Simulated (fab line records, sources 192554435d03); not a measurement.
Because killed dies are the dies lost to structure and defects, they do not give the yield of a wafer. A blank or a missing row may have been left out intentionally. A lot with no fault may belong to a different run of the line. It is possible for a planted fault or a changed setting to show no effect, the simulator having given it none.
fab line records ; flow n5-finfet
[record] lots = 8; wafers = 22; last-day = 18
route steps=1938 shown BEOL_M0_SAQP@673 BEOL_M0_CUTY@710 BEOL_M4@1111 PASSIVATION@1936
lots with no fault: from the same line, run without faults
start-h: the number of hours between the record's first day and the start of the first shown wafer of the lot ; wait-h: hours from the lot's prior step to this one ; " identical to the entry in the row above ; L1.1+2: several wafers, shown together as one row ; - no value, or no start given ; * or withheld: withheld ; < > ~ a bound
route shown NAME@n: a module of which the file shows steps, and the number in the route of the first ; usual: mean and standard deviation over wafers with no fault ; same: alike in all rows ; chamber/n: place in a boat ; sites: readings site by site ; _std_site: standard deviation of those values ; _edge_site: outer sites' mean less inner sites' ; radius-mm: for every site, how far away it sits from the centre of the wafer ; mask NAME#n: copy n ; behind: the last tool/chamber to shape the wafer ; hold: why the lot went on hold/how many hours it stayed there/how the hold came to an end ; device: the n, p or np transistor that did not switch ; end of line: the route-end tests of the same wafers ; a step with no rows: only its recipe ; killed: dies lost to structure and defects at the first sort, not the wafer's yield ; map: dies across one wafer; x = killed, . = not, _ = none there
set.NAME: setting as actually run; set.NAME@STEP: the setting as run at that earlier step ; model.NAME: the simulator's own value behind a step, which no gauge read
route steps across a sampled set of lots; one table per step, one row per wafer
services: from which hour (start-h, from the record's first day; less than 0 if before it) a tool's chamber was out of use, for how many hours, and why
[[steps]]
[step N5_BEOL_M0_SAQP_ETCH_107]
[recipe] chemistry = CH3F/O2; target = SiNx; target-depth-a = 300; mask-material = SOC; pressure-mtorr = 30; source-w = 395; bias-w = 73; Ar_flow_sccm = 150; CH3F_flow_sccm = 30; O2_flow_sccm = 20; ion-energy-ev = 120
[usual] drypump-motor-current-A = 5.7/0.41; oes-product-au = 0.80/0.087; rf-vpp-V = 297/4.2; showerhead-plenum-p-Torr = 2.03/0.085; throttle-valve-pct = 16.41/0.26
lot.wafer;tool;chamber;start-h;wait-h;drypump-motor-current-A;oes-product-au;rf-hours-counter-h;rf-vpp-V;showerhead-plenum-p-Torr;throttle-valve-pct
L352.2;rie-diel-06;0;117.06;0.0;5.9;0.97;1;298;2.15;16.46
L352.5;rie-diel-06;3;117.06;0.0;5.6;0.88;-;299;2.12;16.16
L352.6;rie-diel-06;2;117.06;0.0;5.9;0.69;-;302;2.07;16.53
L361.2;rie-diel-06;3;182.76;0.0;5.5;0.84;60;299;2.12;16.17
L361.5;rie-diel-06;3;182.76;0.0;5.6;0.85;-;298;2.12;16.21
L361.6;rie-diel-06;2;182.76;0.0;5.8;0.92;-;301;2.06;16.07
L364.2;rie-diel-04;3;188.23;0.0;5.8;0.72;185;294;2.07;16.75
L364.3;rie-diel-04;2;188.23;0.0;5.7;0.69;208;300;1.89;16.63
L364.6;rie-diel-04;3;188.23;0.0;5.8;0.72;-;294;2.07;16.72
L365.1;rie-diel-05;2;191.93;0.0;4.8;0.76;111;291;2.00;16.54
L365.3;rie-diel-05;1;191.93;0.0;5.5;0.77;137;298;1.91;16.40
L365.4;rie-diel-05;3;191.93;0.0;5.2;0.72;219;293;1.89;16.48
L370.2;rie-diel-04;0;220.39;0.0;6.3;0.83;56;291;2.03;16.62
L370.3;rie-diel-04;3;220.39;0.0;5.9;0.71;195;295;2.07;16.75
L370.6;rie-diel-04;0;220.39;0.0;6.3;0.83;-;290;2.03;16.62
L372.1;rie-diel-04;2;234.92;0.0;5.6;0.69;222;299;1.89;16.67
L372.6;rie-diel-04;1;234.92;0.0;6.0;0.70;-;301;2.06;16.43
L373.2;rie-diel-04;0;255.85;0.0;6.3;0.82;65;292;2.03;16.65
L373.3;rie-diel-04;2;255.85;0.0;5.6;0.68;227;298;1.89;16.66
L374.1;rie-diel-04;3;260.80;0.0;5.9;0.70;205;295;2.06;16.79
L374.4;rie-diel-04;1;260.80;0.0;6.0;0.70;235;301;2.06;16.46
L374.5;rie-diel-04;1;260.80;0.0;6.0;0.69;-;303;2.06;16.44
[step N5_BEOL_M0_SAQP_RECESS_109]
[recipe] chemistry = HF/NH3; target = SiO2; target-depth-a = 30; afs-cycles = 1; temp-c = 30; sublimation-temp-c = 180; sublimation-time-s = 60
[usual] drypump-motor-current-A = 5.71/0.23
lot.wafer;tool;chamber;start-h;wait-h;drypump-motor-current-A
L352.2;vapor-etch-01;1;117.22;0.1;5.79
L352.5;vapor-etch-01;0;117.22;0.1;5.39
L352.6;vapor-etch-01;1;117.22;0.1;5.80
L361.2;vapor-etch-01;0;185.40;2.6;5.42
L361.5;vapor-etch-01;0;185.40;2.6;5.43
L361.6;vapor-etch-01;1;185.40;2.6;5.84
L364.2;vapor-etch-01;0;188.46;0.2;5.41
L364.3;vapor-etch-01;1;188.46;0.2;5.78
L364.6;vapor-etch-01;1;188.46;0.2;5.79
L365.1;vapor-etch-01;0;192.03;0.0;5.44
L365.3;vapor-etch-01;1;192.03;0.0;5.82
L365.4;vapor-etch-01;0;192.03;0.0;5.41
L370.2;vapor-etch-02;0;220.71;0.3;5.84
L370.3;vapor-etch-02;0;220.71;0.3;5.83
L370.6;vapor-etch-02;1;220.71;0.3;6.01
L372.1;vapor-etch-02;1;235.02;0.0;6.02
L372.6;vapor-etch-02;1;235.02;0.0;6.01
L373.2;vapor-etch-02;0;255.96;0.0;5.80
L373.3;vapor-etch-02;0;255.96;0.0;5.83
L374.1;vapor-etch-02;1;260.90;0.0;5.99
L374.4;vapor-etch-02;1;260.90;0.0;6.01
L374.5;vapor-etch-02;1;260.90;0.0;6.01
[step N5_BEOL_M0_SAQP_INSPECT_42]
[recipe] mode = adi; inspect-instrument = brightfield
[usual] raw-defect-count = 325/84
lot.wafer;tool;chamber;start-h;wait-h;raw-defect-count
L352.2;defect-inspect-01;-;118.64;0.0;384
L352.5;defect-inspect-01;-;118.64;0.0;342
L352.6;defect-inspect-01;-;118.64;0.0;367
L361.2;defect-inspect-02;-;187.08;0.0;1335
L361.5;defect-inspect-02;-;187.08;0.0;1409
L361.6;defect-inspect-02;-;187.08;0.0;274
L364.2;defect-inspect-01;-;191.59;0.0;182
L364.3;defect-inspect-01;-;191.59;0.0;216
L364.6;defect-inspect-01;-;191.59;0.0;274
L365.1;defect-inspect-01;-;193.87;0.1;372
L365.3;defect-inspect-01;-;193.87;0.1;312
L365.4;defect-inspect-01;-;193.87;0.1;294
L370.2;defect-inspect-01;-;222.14;0.0;313
L370.3;defect-inspect-01;-;222.14;0.0;375
L370.6;defect-inspect-01;-;222.14;0.0;439
L372.1;defect-inspect-01;-;236.46;0.1;279
L372.6;defect-inspect-01;-;236.46;0.1;227
L373.2;defect-inspect-01;-;257.37;0.0;395
L373.3;defect-inspect-01;-;257.37;0.0;196
L374.1;defect-inspect-02;-;262.60;0.1;385
L374.4;defect-inspect-02;-;262.60;0.1;559
L374.5;defect-inspect-02;-;262.60;0.1;469
[step N5_BEOL_M0_SAQP_CUT_ETCH_46]
[recipe] chemistry = N2/H2; target = SOC; target-depth-a = 1350; overetch-a = 270; temp-c = 40; time-s = 202.5; ion-energy-ev = 200; mask-material = SiARC; pressure-mtorr = 30; source-w = 840; bias-w = 150; n2-flow-sccm = 200; h2-flow-sccm = 200
[usual] drypump-motor-current-A = 5.6/0.41; rf-vpp-V = 524.5/2.9; showerhead-plenum-p-Torr = 2.57/0.1; throttle-valve-pct = 17.86/0.26
lot.wafer;tool;chamber;start-h;wait-h;drypump-motor-current-A;rf-hours-counter-h;rf-vpp-V;showerhead-plenum-p-Torr;throttle-valve-pct
L352.2;rie-diel-05;0;118.75;0.0;5.9;15;521.9;2.50;17.67
L352.5;rie-diel-05;3;118.75;0.0;5.2;-;520.9;2.41;17.90
L352.6;rie-diel-05;0;118.75;0.0;5.9;-;522.8;2.50;17.67
L361.2;rie-diel-04;1;187.57;0.0;6.0;214;525.5;2.62;17.75
L361.5;rie-diel-04;3;187.57;0.0;5.9;-;524.8;2.62;18.06
L361.6;rie-diel-04;0;187.57;0.0;6.3;-;524.3;2.57;17.95
L364.2;rie-diel-06;1;191.74;0.0;5.0;18;528.9;2.70;17.22
L364.3;rie-diel-06;0;191.74;0.0;5.9;25;530.0;2.72;18.07
L364.6;rie-diel-06;3;191.74;0.0;5.6;-;528.7;2.69;17.67
L365.1;rie-diel-05;0;194.09;0.0;5.9;37;523.8;2.50;17.70
L365.3;rie-diel-05;2;194.09;0.0;4.9;113;523.5;2.58;18.14
L365.4;rie-diel-05;3;194.09;0.0;5.1;220;520.0;2.40;17.94
L370.2;rie-diel-04;0;222.32;0.0;6.2;56;525.2;2.56;17.95
L370.3;rie-diel-04;3;222.32;0.0;5.9;195;526.5;2.62;18.09
L370.6;rie-diel-04;2;222.32;0.0;5.7;-;519.5;2.42;18.11
L372.1;rie-diel-05;1;236.57;0.0;5.5;151;521.1;2.45;18.04
L372.6;rie-diel-05;2;236.57;0.0;4.9;-;524.5;2.57;18.17
L373.2;rie-diel-04;1;257.48;0.0;6.0;234;526.8;2.61;17.77
L373.3;rie-diel-04;0;257.48;0.0;6.3;65;525.5;2.56;17.98
L374.1;rie-diel-05;1;262.79;0.0;5.5;157;520.5;2.45;18.05
L374.4;rie-diel-05;3;262.79;0.0;5.2;239;520.7;2.39;18.01
L374.5;rie-diel-05;0;262.79;0.0;5.9;-;522.5;2.49;17.73
[step N5_BEOL_M0_SAQP_STRIP_75]
[recipe] chemistry = CF4; resist = SiARC; power-w = 300; bias-power-w = 75; pressure-mtorr = 50; cf4-flow-sccm = 150; rf-frequency-hz = 6e+07
[usual] bias-power-w = 75.04/0.24; cf4-flow-sccm = 150.1/0.45; drypump-motor-current-A = 5.6/0.41; oes-product-au = 0.187/0.019; rf-vpp-V = 271.7/1.6; showerhead-plenum-p-Torr = 1.83/0.074; throttle-valve-pct = 13.61/0.29
lot.wafer;tool;chamber;start-h;wait-h;bias-power-w;cf4-flow-sccm;drypump-motor-current-A;oes-product-au;rf-hours-counter-h;rf-vpp-V;showerhead-plenum-p-Torr;throttle-valve-pct
L352.2;rie-diel-04;3;119.71;0.1;75.34;150.0;5.9;0.167;163;273.3;1.87;13.96
L352.5;rie-diel-04;1;119.71;0.1;74.87;150.5;6.0;0.169;-;272.6;1.87;13.72
L352.6;rie-diel-04;2;119.71;0.1;75.38;150.0;5.6;0.162;-;268.2;1.71;13.83
L361.2;rie-diel-04;1;189.85;0.1;74.97;149.9;6.0;0.161;215;271.4;1.86;13.75
L361.5;rie-diel-04;0;189.85;0.1;75.28;149.7;6.3;0.192;-;271.2;1.81;13.70
L361.6;rie-diel-04;3;189.85;0.1;75.13;149.8;5.9;0.170;-;271.2;1.86;14.03
L364.2;rie-diel-04;3;192.76;0.1;75.09;149.9;5.8;0.162;187;271.5;1.86;14.00
L364.3;rie-diel-04;0;192.76;0.1;74.95;149.3;6.3;0.190;47;270.6;1.81;13.70
L364.6;rie-diel-04;1;192.76;0.1;74.98;150.4;6.0;0.163;-;273.0;1.86;13.77
L365.1;rie-diel-06;3;194.93;0.1;75.04;150.3;5.5;0.196;65;273.5;1.90;13.45
L365.3;rie-diel-06;0;194.93;0.1;75.25;149.7;5.9;0.209;26;273.6;1.91;13.61
L365.4;rie-diel-06;2;194.93;0.1;75.10;150.2;5.9;0.201;11;272.4;1.84;13.25
L370.2;rie-diel-04;1;223.14;0.1;75.16;149.8;6.0;0.164;225;271.2;1.86;13.79
L370.3;rie-diel-04;0;223.14;0.1;74.60;150.0;6.3;0.196;57;270.7;1.81;13.71
L370.6;rie-diel-04;3;223.14;0.1;75.18;150.2;5.9;0.165;-;274.2;1.86;14.03
L372.1;rie-diel-05;2;237.41;0.1;75.10;150.0;4.9;0.180;125;271.0;1.82;13.93
L372.6;rie-diel-05;2;237.41;0.1;75.29;149.9;4.9;0.173;-;270.2;1.82;13.91
L373.2;rie-diel-05;2;258.41;0.1;74.94;150.5;4.9;0.174;131;271.4;1.82;13.93
L373.3;rie-diel-05;1;258.41;0.1;75.06;149.5;5.5;0.183;156;270.7;1.72;13.70
L374.1;rie-diel-04;2;263.62;0.1;75.19;150.0;5.7;0.159;229;269.8;1.70;13.91
L374.4;rie-diel-04;3;263.62;0.1;75.27;150.0;5.9;0.164;206;271.2;1.86;14.07
L374.5;rie-diel-04;1;263.62;0.1;75.26;149.6;6.0;0.161;-;271.4;1.86;13.81
[step N5_BEOL_M0_CUTY_INSPECT_59]
[recipe] mode = adi; inspect-instrument = macro
[usual] raw-defect-count = 2.0/1.3
lot.wafer;tool;chamber;start-h;wait-h;raw-defect-count
L352.2;defect-inspect-01;-;120.03;0.0;1
L352.5;defect-inspect-01;-;120.03;0.0;0
L352.6;defect-inspect-01;-;120.03;0.0;2
L361.2;defect-inspect-01;-;190.30;0.0;>300
L361.5;defect-inspect-01;-;190.30;0.0;>300
L361.6;defect-inspect-01;-;190.30;0.0;1
L364.2;defect-inspect-01;-;193.21;0.0;1
L364.3;defect-inspect-01;-;193.21;0.0;1
L364.6;defect-inspect-01;-;193.21;0.0;0
L365.1;defect-inspect-02;-;195.38;0.0;0
L365.3;defect-inspect-02;-;195.38;0.0;2
L365.4;defect-inspect-02;-;195.38;0.0;5
L370.2;defect-inspect-01;-;223.59;0.0;2
L370.3;defect-inspect-01;-;223.59;0.0;2
L370.6;defect-inspect-01;-;223.59;0.0;3
L372.1;defect-inspect-02;-;237.86;0.0;2
L372.6;defect-inspect-02;-;237.86;0.0;3
L373.2;defect-inspect-01;-;258.86;0.0;0
L373.3;defect-inspect-01;-;258.86;0.0;2
L374.1;defect-inspect-01;-;264.07;0.0;1
L374.4;defect-inspect-01;-;264.07;0.0;3
L374.5;defect-inspect-01;-;264.07;0.0;1
[step N5_BEOL_M4_RC_MEAS_101]
[usual] DIBL_N = 36.2/1.5; DIBL_P = 36.4/2.1; IOFF_N = 0.16/0.031; IOFF_P = 0.21/0.037; ION_N = 679/11; ION_P = 465/7.7; SS_N = 71.4/0.55; SS_P = 73.2/0.63; VT_N = 249/3.3; VT_P = -250/3.4
lot.wafer;tool;chamber;start-h;wait-h;DIBL_N[mV/V];DIBL_P[mV/V];IOFF_N[nA/um];IOFF_P[nA/um];ION_N[uA/um];ION_P[uA/um];SS_N[mV/dec];SS_P[mV/dec];VT_N[mV];VT_P[mV]
L352.2;prober-02;0;171.19;0.2;36.6;38.2;0.15;0.21;675;463;72.2;74.0;249;-253
L352.5;prober-02;0;171.19;0.2;37.2;38.7;0.17;0.21;677;462;71.7;73.7;247;-252
L352.6;prober-02;0;171.19;0.2;39.9;40.6;0.22;0.24;694;465;72.0;74.3;244;-250
L361.2;prober-01;0;240.55;0.2;37.2;35.5;0.14;0.16;685;457;71.5;72.6;251;-257
L361.5;prober-01;0;240.55;0.2;35.9;34.6;0.13;0.15;672;448;70.8;72.3;253;-257
L361.6;prober-01;0;240.55;0.2;39.3;39.4;0.20;0.22;696;471;72.7;73.3;247;-256
L364.2;prober-02;0;247.24;0.2;38.8;39.5;0.22;0.29;700;477;72.2;73.8;244;-246
L364.3;prober-02;0;247.24;0.2;34.0;34.5;0.14;0.21;680;470;70.5;72.9;250;-247
L364.6;prober-02;0;247.24;0.2;37.5;38.3;0.20;0.27;692;481;72.0;73.9;248;-247
L365.1;prober-01;0;253.47;0.0;38.1;37.1;0.21;0.23;688;457;72.2;73.6;243;-248
L365.3;prober-01;0;253.47;0.0;36.2;34.5;0.17;0.20;685;465;71.8;73.4;244;-252
L365.4;prober-01;0;253.47;0.0;38.5;36.3;0.20;0.22;688;464;71.9;73.7;248;-250
L370.2;prober-01;0;282.10;0.2;38.9;39.7;0.17;0.22;672;453;71.4;73.8;251;-253
L370.3;prober-01;0;282.10;0.2;36.7;36.8;0.14;0.18;672;453;71.7;72.7;252;-253
L370.6;prober-01;0;282.10;0.2;36.8;36.7;0.15;0.19;663;451;70.7;72.7;248;-253
L372.1;prober-01;0;285.12;0.0;35.5;35.1;0.15;0.22;683;473;71.0;74.0;248;-249
L372.6;prober-01;0;285.12;0.0;35.4;33.6;0.14;0.20;669;465;71.5;72.4;253;-250
L373.2;prober-01;0;308.08;0.2;33.8;33.1;0.12;0.17;663;462;70.7;72.3;251;-253
L373.3;prober-01;0;308.08;0.2;36.4;36.4;0.17;0.22;692;474;71.4;73.4;245;-247
L374.1;prober-01;0;315.45;0.0;38.0;39.9;0.19;0.26;672;464;71.5;73.8;249;-245
L374.4;prober-01;0;315.45;0.0;35.9;36.3;0.15;0.20;660;453;71.2;73.0;252;-250
L374.5;prober-01;0;315.45;0.0;34.6;34.2;0.13;0.17;675;457;71.2;72.9;250;-249
[step N5_PASSIVATION_PROBE_49]
[usual] defect-limited-yield = 91.3/1.3; killed_at_M0_to_M3 = 36/12; killed_at_M4_up = 13/4.6; killed-at-contacts = 13/5.4; killed-at-front-end = 37/10; killed-at-other = 3.6/2.9; killed-dies = 102/15; killed-on-rim = 13/4; killed-open = 67/12; killed-short = 33/7.5; sort_bin_5_function = 5.1/0.93; sort_bin_6_memory = 3.2/0.62; sort-n-pass = 1078/15; sort-yield-pct = 91.3/1.3
[same] gross-dies = 1180; killed-at-back-side = 0; sort_bin_4_leakage[%] = 0; sort_bin_8_speed[%] = 0
lot.wafer;tool;chamber;start-h;wait-h;defect-limited-yield[%];killed_at_M0_to_M3;killed_at_M4_up;killed-at-contacts;killed-at-front-end;killed-at-other;killed-dies;killed-on-rim;killed-open;killed-short;sort_bin_5_function[%];sort_bin_6_memory[%];sort-n-pass;sort-yield-pct[%]
L361.2;prober-01;-;351.68;0.1;84.3;117;8;25;33;2;185;31;55;38;9.3;3.4;995;84.3
L361.5;prober-01;-;351.83;0.2;84.2;124;11;11;38;2;186;32;67;23;8.3;4.1;994;84.2
L361.6;prober-01;-;351.88;0.3;91.7;42;9;25;22;0;98;11;62;36;4.4;3.6;1082;91.7
L364.2;prober-02;-;354.45;0.1;92.4;18;12;12;48;0;90;12;59;31;3.7;3.5;1090;92.4
L364.3;prober-02;-;354.50;0.1;93.0;22;20;10;30;1;83;5;57;26;4.5;2.2;1097;93.0
L364.6;prober-02;-;354.65;0.3;90.1;40;18;19;38;2;117;14;82;33;6.2;3.6;1063;90.1
L365.1;prober-02;-;360.45;0.0;90.9;49;8;15;34;1;107;11;67;39;5.8;3.0;1073;90.9
L365.3;prober-02;-;360.55;0.1;91.3;39;9;9;38;8;103;13;62;40;5.3;3.2;1077;91.3
L365.4;prober-02;-;360.60;0.2;90.8;30;27;14;32;6;109;16;73;36;4.7;4.1;1071;90.8
// killed by level:class
L361.2 BEOL_M0_SAQP:unspecified=92 MOL_CONTACT_COAG:geometric-particle:open=17 FIN_SAQP:geometric-particle:short=8 MOL_CONTACT_COAG:geometric-particle:short=8 FIN_SAQP:geometric-particle:open=7 BEOL_M0_SAQP:geometric-particle:short=6 BEOL_M0_SAQP:geometric-particle:open=5 BEOL_M2:geometric-particle:open=5
L361.5 BEOL_M0_SAQP:unspecified=96 FIN_SAQP:geometric-particle:open=9 MOL_CONTACT_COAG:geometric-particle:open=9 BEOL_M2:geometric-particle:open=8 DUMMY_GATE:geometric-particle:open=7 BEOL_M1:geometric-particle:open=7 BEOL_M0_SAQP:geometric-particle:open=6 BEOL_M4:geometric-particle:open=6
L361.6 MOL_CONTACT_COAG:geometric-particle:open=22 BEOL_M0_SAQP:geometric-particle:open=12 BEOL_M0_SAQP:geometric-particle:short=10 FIN_SAQP:geometric-particle:short=5 BEOL_M2:geometric-particle:open=5 BEOL_M3:geometric-particle:short=5 BEOL_M4:geometric-particle:open=4 STARTING-WAFER:geometric-particle:short=4
L364.2 FIN_SAQP:geometric-particle:short=12 STI_FIN_REVEAL:geometric-particle:open=11 MOL_CONTACT_COAG:geometric-particle:open=9 BEOL_M1:geometric-particle:open=8 BEOL_M4:geometric-particle:open=7 GATE_CUT:geometric-particle:short=6 BEOL_M2:geometric-particle:open=6 STARTING-WAFER:geometric-particle:open=4
L364.3 BEOL_M4:geometric-particle:open=14 STI_FIN_REVEAL:geometric-particle:open=8 MOL_CONTACT_COAG:geometric-particle:open=7 BEOL_M1:geometric-particle:open=7 FIN_SAQP:geometric-particle:short=6 FIN_SAQP:geometric-particle:open=5 BEOL_M0_SAQP:geometric-particle:open=4 STI_FIN_REVEAL:geometric-particle:short=3
L364.6 MOL_CONTACT_COAG:geometric-particle:open=16 BEOL_M1:geometric-particle:open=16 BEOL_M4:geometric-particle:open=11 FIN_SAQP:geometric-particle:open=8 FIN_SAQP:geometric-particle:short=8 BEOL_M0:geometric-particle:open=6 GATE_CUT:geometric-particle:short=4 BEOL_M0_SAQP:geometric-particle:open=4
L365.1 BEOL_M0_SAQP:geometric-particle:short=14 STI_FIN_REVEAL:geometric-particle:open=13 MOL_CONTACT_COAG:geometric-particle:open=10 BEOL_M0_SAQP:geometric-particle:open=10 BEOL_M1:geometric-particle:open=9 BEOL_M3:geometric-particle:open=7 MOL_CONTACT_COAG:geometric-particle:short=5 STI_FIN_REVEAL:geometric-particle:short=5
L365.3 BEOL_M3:geometric-particle:open=11 BEOL_M0_SAQP:geometric-particle:short=9 FIN_SAQP:geometric-particle:short=7 MOL_CONTACT_COAG:geometric-particle:open=7 BEOL_M3:geometric-particle:short=6 STI_FIN_REVEAL:geometric-particle:open=6 DUMMY_GATE:geometric-particle:open=6 BEOL_M0_SAQP:geometric-particle:open=5
L365.4 BEOL_M4:geometric-particle:open=17 FIN_SAQP:geometric-particle:open=11 MOL_CONTACT_COAG:geometric-particle:open=8 BEOL_M0_SAQP:geometric-particle:short=8 FIN_SAQP:geometric-particle:short=6 MOL_CONTACT_COAG:geometric-particle:short=6 BEOL_M0_SAQP:geometric-particle:open=6 BEOL_M2:geometric-particle:open=5
[[services]]
tool;chamber;start-h;hours;kind
rie-diel-06;1;113.51;-;clean
rie-diel-06;1;113.51;-;consumable-replace:focus-ring
rie-diel-06;1;113.51;-;consumable-replace:showerhead
rie-diel-06;1;113.51;17.6;scheduled-down
rie-diel-06;1;113.51;17.6;vent-cycle
rie-diel-06;2;142.38;-;clean
rie-diel-06;2;142.38;-;consumable-replace:focus-ring
rie-diel-06;2;142.38;12.8;scheduled-down
rie-diel-06;2;142.38;12.8;vent-cycle
vapor-etch-01;-;159.24;15.6;pm
vapor-etch-01;-;204.68;28.1;pm
rie-diel-06;1;231.72;4.9;repair
[[key]]
[first-sign] step = N5_BEOL_M0_SAQP_INSPECT_42; reading = raw-defect-count; direction = up; sigmas = 12; usual = 325; struck = 1372
[effect] step = N5_BEOL_M0_CUTY_INSPECT_59; reading = raw-defect-count; direction = up; sigmas = 99+; usual = 2.0; struck = >300
[effect] step = N5_PASSIVATION_PROBE_49; reading = killed_at_M0_to_M3; direction = up; sigmas = 6.9; usual = 36; struck = 120
[more-kills-born-at] N5_BEOL_M0_SAQP_ETCH_107@rie-diel-06 = 188
met-at N5_BEOL_M0_SAQP_ETCH_107
struck-lots L361
struck-wafers L361.2,L361.5
not-acting-at N5_BEOL_M0_SAQP_RECESS_109,N5_BEOL_M0_SAQP_CUT_ETCH_46,N5_BEOL_M0_SAQP_STRIP_75
onset-between 117.06 182.76
[fault] kind = chamber-particle-source; tool = rie-diel-06; chamber = 3; onset-h = 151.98; steps = N5_BEOL_M0_SAQP_ETCH_107; rate-per-visit-cm2 = 1.7024; end-h = 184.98
